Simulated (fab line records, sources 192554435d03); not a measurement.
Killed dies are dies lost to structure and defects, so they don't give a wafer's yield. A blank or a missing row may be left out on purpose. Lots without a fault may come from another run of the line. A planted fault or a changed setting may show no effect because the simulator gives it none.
fab line records | flow n5_finfet
record lots=6 wafers=18 last_day=17
route steps=1938 shown BEOL_M5@1133 PASSIVATION@1936
lots that met no fault: from a run of the same line without faults
start_h: hours from the record's first day to the start of the lot's first wafer shown | wait_h: hours since the lot's step before | " the same as in the row above | L1.1+2: a row that stands for several wafers | - no value, or no start given | * or withheld: withheld | < > ~ a bound
route shown NAME@n: a module of which the file shows steps, and the number in the route of the first | usual: mean/standard deviation of fault-free wafers | same: alike in all rows | chamber/n: place in a boat | sites: the reading at each site | _std_site: their standard deviation | _edge_site: outer sites' mean less inner sites' | radius_mm: how far each site lies from the wafer's centre | mask NAME#n: copy n | behind: the tool/chamber that last shaped the wafer | hold: why the lot was held/for how many hours/how that ended | device: the transistor (n, p or np) that didn't switch | end of line: the same wafers' tests at the end of the route | a step without rows: its recipe alone | killed: dies lost to structure and defects at the first sort, not the wafer's yield | map: a wafer's dies, x killed, . not, _ none there
set.NAME: the setting as run; set.NAME@STEP: as run at that earlier step | model.NAME: the simulator's own value behind a step, which no gauge read
lots at some steps of the route; a table a step, a row a wafer
services: from which hour (start_h, from the record's first day; less than 0 if before it) a tool's chamber was out of use, for how many hours, and why
## steps
# step N5_BEOL_M5_STRIP_63
# recipe chemistry=N2/H2 temp_c=40 n2_flow_sccm=200 h2_flow_sccm=200 rf_frequency_hz=6e+07
# step N5_BEOL_M5_STRIP_73
# recipe chemistry=N2/H2 temp_c=40 n2_flow_sccm=200 h2_flow_sccm=200 rf_frequency_hz=6e+07
# step N5_BEOL_M5_STRIP_64
# recipe chemistry=CF4 resist=SiARC power_w=300 bias_power_w=75 pressure_mtorr=50 cf4_flow_sccm=150 rf_frequency_hz=6e+07
# usual drypump_motor_current_A=5.6/0.52 oes_product_au=0.79/0.098 rf_vpp_V=271.0/1.7 showerhead_plenum_p_Torr=1.79/0.061 throttle_valve_pct=13.5/0.3
# columns lot.wafer tool chamber start_h wait_h drypump_motor_current_A oes_product_au rf_hours_counter_h rf_vpp_V showerhead_plenum_p_Torr throttle_valve_pct
L209.1 rie_diel-04 3 177.59 0.0 6.1 0.76 125 268.0 1.74 13.7
L209.5 " 3 " " 6.1 0.76 - 269.7 1.74 13.7
L209.6 " 2 " " 6.3 0.70 - 269.8 1.78 13.9
L212.3 rie_diel-05 2 196.81 0.0 5.7 0.65 244 271.4 1.85 13.5
L212.5 " 1 " " 5.8 0.69 - 268.3 1.68 13.6
L212.6 " 2 " " 5.7 0.65 - 271.6 1.85 13.6
L215.1 rie_diel-05 0 205.41 0.0 5.5 0.87 54 272.9 1.82 13.1
L215.4 " 3 " " 5.0 0.99 1 270.1 1.75 12.9
L215.6 " 0 " " 5.5 0.86 - 270.7 1.82 13.1
L226.2 rie_diel-03 3 276.97 0.0 5.4 0.88 31 271.2 1.76 13.4
L226.4 " 0 " " 5.7 0.90 17 269.8 1.77 13.4
L226.5 " 1 " " 4.9 0.81 - 272.9 1.89 13.8
L227.1 rie_diel-03 0 280.72 0.0 5.7 0.90 18 271.0 1.76 13.4
L227.3 " 1 " " 4.9 0.81 76 271.7 1.88 13.7
L227.5 " 0 " " 5.6 0.89 - 268.3 1.76 13.4
L229.2 rie_diel-03 1 302.98 0.0 4.9 0.81 80 272.7 1.88 13.8
L229.3 " 2 " " 6.6 0.72 190 271.1 1.83 13.6
L229.6 " 0 " " 5.6 0.88 - 270.4 1.76 13.4
# step N5_BEOL_M5_HM_OPEN_17
# recipe chemistry=Cl2/BCl3 target_depth_a=200 overetch_a=60 target=TiN mask_material=SOC ion_energy_ev=150 pressure_mtorr=10 icp_w=1000 bias_w=126 Cl2_flow_sccm=53.25 bcl3_flow_sccm=21.75 Ar_flow_sccm=25
# usual drypump_motor_current_A=5.63/0.18 mfc_cl2_sccm=53.23/0.17 oes_ar_750_au=0.75/0.11 oes_product_au=0.64/0.099 throttle_valve_pct=22.27/0.2
# columns lot.wafer tool chamber start_h wait_h drypump_motor_current_A mfc_cl2_sccm oes_ar_750_au oes_product_au rf_hours_counter_h throttle_valve_pct
L209.1 rie_metal-01 1 177.63 0.0 5.66 53.38 0.70 0.59 72 22.04
L209.5 " 1 " " 5.69 53.07 0.70 0.59 - 22.05
L209.6 " 0 " " 5.31 53.31 0.83 0.69 - 22.04
L212.3 rie_metal-03 0 196.88 0.1 5.50 53.32 0.61 0.54 - 22.47
L212.5 " 0 " " 5.50 53.28 0.61 0.54 - 22.47
L212.6 " 1 " " 5.59 53.15 0.61 0.53 - 22.27
L215.1 rie_metal-02 0 205.45 0.0 5.86 53.44 0.86 0.76 12 22.26
L215.4 " 0 " " 5.86 53.67 0.86 0.75 - 22.29
L215.6 " 0 " " 5.85 53.57 0.86 0.76 - 22.28
L226.2 rie_metal-01 0 277.01 0.0 5.30 53.06 0.80 0.66 42 22.09
L226.4 " 1 " " 5.65 53.35 0.69 0.58 - 22.07
L226.5 " 0 " " 5.30 53.58 0.80 0.66 - 22.08
L227.1 rie_metal-02 0 280.76 0.0 5.87 53.13 0.83 0.73 20 22.28
L227.3 " 0 " " 5.86 53.35 0.83 0.73 - 22.28
L227.5 " 0 " " 5.85 53.24 0.83 0.73 - 22.28
L229.2 rie_metal-03 0 303.02 0.0 5.51 53.25 0.99 0.84 0 22.06
L229.3 " 1 " " 5.59 53.01 0.96 0.82 - 22.27
L229.6 " 0 " " 5.49 53.36 0.98 0.84 - 22.06
# step N5_BEOL_M5_STRIP_19
# recipe chemistry=O2 power_w=400 temp_c=40 pressure_mtorr=30 rf_frequency_hz=6e+07 bias_power_w=0 overash_fraction=0.2 o2_flow_sccm=225
# usual drypump_motor_current_A=5.6/0.52 oes_product_au=0.80/0.11 rf_vpp_V=3.7/0.48 showerhead_plenum_p_Torr=2.08/0.08 throttle_valve_pct=16.6/0.31
# columns lot.wafer tool chamber start_h wait_h drypump_motor_current_A oes_product_au rf_hours_counter_h rf_vpp_V showerhead_plenum_p_Torr throttle_valve_pct
L209.1 rie_diel-04 2 177.75 0.1 6.3 0.70 217 3.6 2.08 17.0
L209.5 " 0 " " 5.1 0.70 - 3.9 1.99 16.6
L209.6 " 1 " " 5.0 0.72 - 3.7 2.01 16.7
L212.3 rie_diel-05 0 196.96 0.1 5.5 0.89 50 2.8 2.12 16.1
L212.5 " 1 " " 5.8 0.70 - 3.7 1.98 16.7
L212.6 " 0 " " 5.5 0.89 - 4.5 2.12 16.1
L215.1 rie_diel-04 3 205.58 0.1 6.1 0.77 134 3.4 2.02 16.7
L215.4 " 1 " " 5.0 0.71 175 3.2 2.01 16.7
L215.6 " 0 " " 5.1 0.69 - 4.2 1.98 16.6
L226.2 rie_diel-03 0 277.12 0.1 5.6 0.93 17 4.0 2.07 16.5
L226.4 " 3 " " 5.4 0.91 31 3.9 2.06 16.6
L226.5 " 3 " " 5.4 0.91 - 4.1 2.06 16.6
L227.1 rie_diel-05 3 280.96 0.2 5.0 0.90 26 3.5 2.03 15.9
L227.3 " 0 " " 5.5 0.84 80 3.7 2.11 16.2
L227.5 " 2 " " 5.7 0.99 - 4.0 2.14 16.1
L229.2 rie_diel-04 3 303.13 0.1 6.1 0.74 166 3.5 2.01 16.8
L229.3 " 0 " " 5.1 0.67 248 3.1 1.97 16.7
L229.6 " 3 " " 6.0 0.73 - 3.4 2.01 16.8
# step N5_BEOL_M5_CD_MEAS_18
# recipe pitch_nm=56 target_cd_nm=28
# usual cd_nm=28.0/0.36
# columns lot.wafer tool chamber start_h wait_h cd_nm
L209.1 cd_sem-01 - 177.82 0.0 27.7
L209.5 " - " " 28.0
L209.6 " - " " 27.5
L212.3 cd_sem-01 - 197.03 0.1 27.9
L212.5 " - " " 28.0
L212.6 " - " " 28.0
L215.1 cd_sem-03 - 205.65 0.0 27.8
L215.4 " - " " 28.0
L215.6 " - " " 27.6
L226.2 cd_sem-02 - 277.20 0.1 28.4
L226.4 " - " " 27.5
L226.5 " - " " 28.4
L227.1 cd_sem-01 - 281.03 0.0 27.2
L227.3 " - " " 27.9
L227.5 " - " " 27.3
L229.2 cd_sem-03 - 303.20 0.1 28.1
L229.3 " - " " 28.0
L229.6 " - " " 27.8
# step N5_BEOL_M5_COAT_65
# recipe resist=SOC temp_c=250 time_s=60 spin_rpm=1500 resist_thk_nm=60
# step N5_BEOL_M5_COAT_66
# recipe resist=SiARC temp_c=220 time_s=60 spin_rpm=1500 resist_thk_nm=12
# step N5_BEOL_M5_COAT_74
# recipe resist=underlayer temp_c=205 time_s=60 spin_rpm=1500 resist_thk_nm=5
# step N5_BEOL_M5_COAT_22
# recipe resist=CAR-EUV spin_rpm=1500 resist_thk_nm=30
# step N5_BEOL_M5_EBR_24
# recipe solvent=PGMEA ebr_width_mm=1.5
# step N5_BEOL_M5_SOFTBAKE_23
# recipe temp_c=110 time_s=60 resist=CAR-EUV
# step N5_BEOL_M5_EXPOSE_25
# recipe mask_id=V4 na=0.33 source_shape=quasar sigma_inner=0.2 sigma_outer=0.6 polarization=unpolarized defocus_nm=10 dose_mj=52.75
# usual exposure_dose_mJ_cm2=52.68/0.056
# same dipole_opening_deg=60 sigma_inner=0.2
# columns lot.wafer tool chamber start_h wait_h mask exposure_dose_mJ_cm2
L209.1 euv_scanner-01 0 178.11 - V4#0 52.72
L209.5 " 0 " " V4#0 52.77
L209.6 " 0 " " V4#0 52.76
L212.3 euv_scanner-01 0 198.06 - V4#0 52.05
L212.5 " 0 " " V4#0 52.06
L212.6 " 0 " " V4#0 52.02
L215.1 euv_scanner-01 0 206.04 - V4#0 52.16
L215.4 " 0 " " V4#0 52.20
L215.6 " 0 " " V4#0 52.16
L226.2 euv_scanner-02 0 278.92 - V4#0 52.71
L226.4 " 0 " " V4#0 52.56
L226.5 " 0 " " V4#0 52.62
L227.1 euv_scanner-02 0 284.43 - V4#0 52.75
L227.3 " 0 " " V4#0 52.73
L227.5 " 0 " " V4#0 52.69
L229.2 euv_scanner-02 0 303.53 - V4#0 52.66
L229.3 " 0 " " V4#0 52.67
L229.6 " 0 " " V4#0 52.63
# step N5_BEOL_M5_PEB_26
# recipe peb_temp_c=100 peb_time_s=60 resist=CAR-EUV
# step N5_PASSIVATION_PROBE_49
# usual defect_limited_yield=91.5/1.6 killed_at_M0_to_M3=33/10 killed_at_M4_up=13/5.6 killed_at_contacts=13/6 killed_at_front_end=39/12 killed_at_other=3.0/2.8 killed_dies=101/19 killed_open=65/13 killed_short=32/8.3 sort_bin_5_function=5.0/1 sort_bin_6_memory=3.1/0.69 sort_n_pass=1079/19 sort_yield_pct=91.5/1.6
# same gross_dies=1180 killed_at_back_side=0 sort_bin_4_leakage[%]=0 sort_bin_8_speed[%]=0
# columns lot.wafer tool chamber start_h wait_h defect_limited_yield[%] killed_at_M0_to_M3 killed_at_M4_up killed_at_contacts killed_at_front_end killed_at_other killed_dies killed_open killed_short sort_bin_5_function[%] sort_bin_6_memory[%] sort_n_pass sort_yield_pct[%]
L212.3 prober-02 - 286.95 0.1 90.7 45 14 20 26 5 110 73 35 5.3 3.7 1070 90.7
L212.5 prober-02 - 287.05 0.2 90.0 47 11 12 40 8 118 75 37 5.9 3.7 1062 90.0
L212.6 prober-02 - 287.10 0.3 90.7 49 19 6 31 5 110 69 37 5.1 4.1 1070 90.7
L215.1 prober-02 - 311.94 0.0 90.3 26 15 10 58 5 114 68 32 5.8 2.9 1066 90.3
L215.4 prober-02 - 312.09 0.2 90.2 27 26 10 46 7 116 69 41 5.6 4.0 1064 90.2
L227.1 prober-01 - 381.26 0.0 89.9 38 20 12 46 3 119 85 33 6.1 3.6 1061 89.9
L227.3 prober-01 - 381.36 0.1 92.5 47 9 6 24 2 88 55 28 4.0 3.1 1092 92.5
L227.5 prober-01 - 381.46 0.2 91.6 38 11 21 28 1 99 66 30 5.5 2.5 1081 91.6
# killed by level:class
L212.3 MOL_CONTACT_COAG:geometric_particle:open=17 BEOL_M0_SAQP:geometric_particle:short=17 BEOL_M2:geometric_particle:open=12 BEOL_M0_SAQP:geometric_particle:open=9 BEOL_M4:geometric_particle:open=9 FIN_SAQP:geometric_particle:open=5 STI_FIN_REVEAL:geometric_particle:open=5 FIN_SAQP:geometric_particle:short=3
L212.5 BEOL_M1:geometric_particle:open=16 BEOL_M3:geometric_particle:open=10 MOL_CONTACT_COAG:geometric_particle:open=9 DUMMY_GATE:geometric_particle:open=8 STI_FIN_REVEAL:geometric_particle:open=7 BEOL_M0_SAQP:geometric_particle:short=6 FIN_SAQP:geometric_particle:short=5 BEOL_M0_SAQP:geometric_particle:open=5
L212.6 BEOL_M0_SAQP:geometric_particle:short=13 BEOL_M0_SAQP:geometric_particle:open=13 BEOL_M2:geometric_particle:open=7 STI_FIN_REVEAL:geometric_particle:open=6 BEOL_M1:geometric_particle:open=6 MOL_CONTACT_COAG:geometric_particle:open=5 BEOL_M4:geometric_particle:open=5 FIN_SAQP:geometric_particle:short=4
L215.1 STI_FIN_REVEAL:geometric_particle:open=13 FIN_SAQP:geometric_particle:short=10 MOL_CONTACT_COAG:geometric_particle:open=10 HKMG_FIN:area_etch=8 BEOL_M0_SAQP:geometric_particle:open=7 BEOL_M2:geometric_particle:open=6 STI_FIN_REVEAL:geometric_particle:short=5 BEOL_M4:geometric_particle:open=5
L215.4 STI_FIN_REVEAL:geometric_particle:open=16 FIN_SAQP:geometric_particle:short=10 MOL_CONTACT_COAG:geometric_particle:open=8 BEOL_M0_SAQP:geometric_particle:short=7 BEOL_M0_SAQP:geometric_particle:open=6 BEOL_M8:geometric_particle:open=6 BEOL_M4:geometric_particle:open=5 BEOL_M5:area_expose=5
L227.1 BEOL_M4:geometric_particle:open=13 FIN_SAQP:geometric_particle:open=10 BEOL_M3:geometric_particle:open=9 FIN_SAQP:geometric_particle:short=8 MOL_CONTACT_COAG:geometric_particle:open=8 BEOL_M0_SAQP:geometric_particle:open=7 BEOL_M1:geometric_particle:open=7 STI_FIN_REVEAL:geometric_particle:open=6
L227.3 BEOL_M0_SAQP:geometric_particle:short=13 BEOL_M0_SAQP:geometric_particle:open=11 BEOL_M2:geometric_particle:open=8 BEOL_M3:geometric_particle:open=7 BEOL_M1:geometric_particle:open=6 FIN_SAQP:geometric_particle:short=4 STARTING-WAFER:geometric_particle:open=4 STI_FIN_REVEAL:geometric_particle:open=3
L227.5 MOL_CONTACT_COAG:geometric_particle:open=18 BEOL_M1:geometric_particle:open=9 BEOL_M3:geometric_particle:open=9 FIN_SAQP:geometric_particle:short=8 BEOL_M2:geometric_particle:open=5 BEOL_M0_SAQP:geometric_particle:open=4 BEOL_M4:geometric_particle:open=4 FIN_SAQP:geometric_particle:open=3
## services
# columns tool chamber start_h hours kind
rie_metal-03 0 161.49 16.5 repair
rie_diel-03 3 162.99 - clean
rie_diel-03 3 162.99 - consumable_replace:focus_ring
rie_diel-03 3 162.99 17.8 scheduled_down
rie_diel-03 3 162.99 17.8 vent_cycle
rie_diel-05 3 180.01 - clean
rie_diel-05 3 180.01 - consumable_replace:focus_ring
rie_diel-05 3 180.01 23.3 scheduled_down
rie_diel-05 3 180.01 23.3 vent_cycle
euv_scanner-02 - 181.43 1.0 pm
rie_diel-04 1 183.48 4.8 repair
euv_scanner-02 - 185.99 1.1 repair
rie_diel-03 0 193.33 - clean
rie_diel-03 0 193.33 - consumable_replace:focus_ring
euv_scanner-01 - 209.24 1.0 pm
euv_scanner-01 - 225.28 4.6 pm
euv_scanner-01 - 231.23 1.8 repair
euv_scanner-01 - 233.45 2.0 repair
euv_scanner-02 - 236.51 0.1 repair
euv_scanner-02 - 237.58 1.0 pm
euv_scanner-02 - 247.72 4.6 pm
euv_scanner-02 - 256.36 0.5 repair
euv_scanner-01 - 265.39 1.0 pm
euv_scanner-02 - 293.73 1.0 pm
## key
first_sign step=N5_BEOL_M5_EXPOSE_25 reading=exposure_dose_mJ_cm2 direction=down sigmas=10 usual=52.68 struck=52.11
effect none on later readings
met_at N5_BEOL_M5_EXPOSE_25
struck_wafers L212.3,L212.5,L212.6,L215.1,L215.4,L215.6
rows_end L215.6
loop_trim step=N5_BEOL_M5_EXPOSE_25 setting=dose lots=L212,L215
onset_between 178.11 198.06
fault kind=process_parameter_drift tool=euv_scanner-01 chamber=- onset_h=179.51 steps=N5_BEOL_M5_EXPOSE_25 channel=dose_mj offset=-0.80635 shape=step acts_in=these_recipes_only stated=52.75
# rows_end: these wafers met a further fault down the route, and their rows from its step on are left out
# loop_trim: a control loop set the setting to another value than it would have without faults
